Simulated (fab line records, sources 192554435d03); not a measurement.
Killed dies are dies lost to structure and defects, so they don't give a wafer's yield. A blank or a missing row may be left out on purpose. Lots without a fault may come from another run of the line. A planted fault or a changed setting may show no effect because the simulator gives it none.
Chamber matching | flow n5_finfet | N5_BEOL_M1_STRIP_66 on rie_diel-05: 4 sister chambers
The step strips in CF4. 4 wafers are shown with their chamber, then 8 later ones without.

WAFERS WITH THEIR CHAMBER
wafer  | chamber | showerhead_plenum_p_Torr (Torr)
L902.1 | 1       | 1.77
L905.2 | 3       | 1.71
L905.6 | 0       | 1.77
L907.1 | 2       | 1.89

WAFERS WITHOUT THEIR CHAMBER
wafer  | showerhead_plenum_p_Torr (Torr)
L907.2 | 1.71
L907.5 | 1.89
L909.2 | 1.71
L909.3 | 1.77
L909.6 | 1.71
L912.2 | 1.71
L912.4 | 1.71
L912.5 | 1.88

WHICH CHAMBER EACH WENT THROUGH
wafer  | from the rows above     | in truth
L907.2 | 3                       | 3
L907.5 | 2                       | 2
L909.2 | 3                       | 3
L909.3 | can't be placed: 0 or 1 | 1
L909.6 | 3                       | 3
L912.2 | 3                       | 3
L912.4 | 3                       | 3
L912.5 | 2                       | 2
Placed correctly: 7 of 8. Can't be placed from these rows: 1 (the true chamber is among the candidates in 1). Placed wrongly: 0.
How it was worked out, from the rows above alone: a wafer's distance from a chamber is the root of the sum, over the readings, of the square of ((its reading less the chamber's mean) divided by the reading's scatter). The wafer belongs to the nearest chamber; if the next one is less than 2 further off, it can't be placed. A chamber's mean is the mean of its shown wafers. The scatter: with one shown wafer a chamber, the root of the mean of the squares of how far each hidden wafer lies from its nearest shown one.
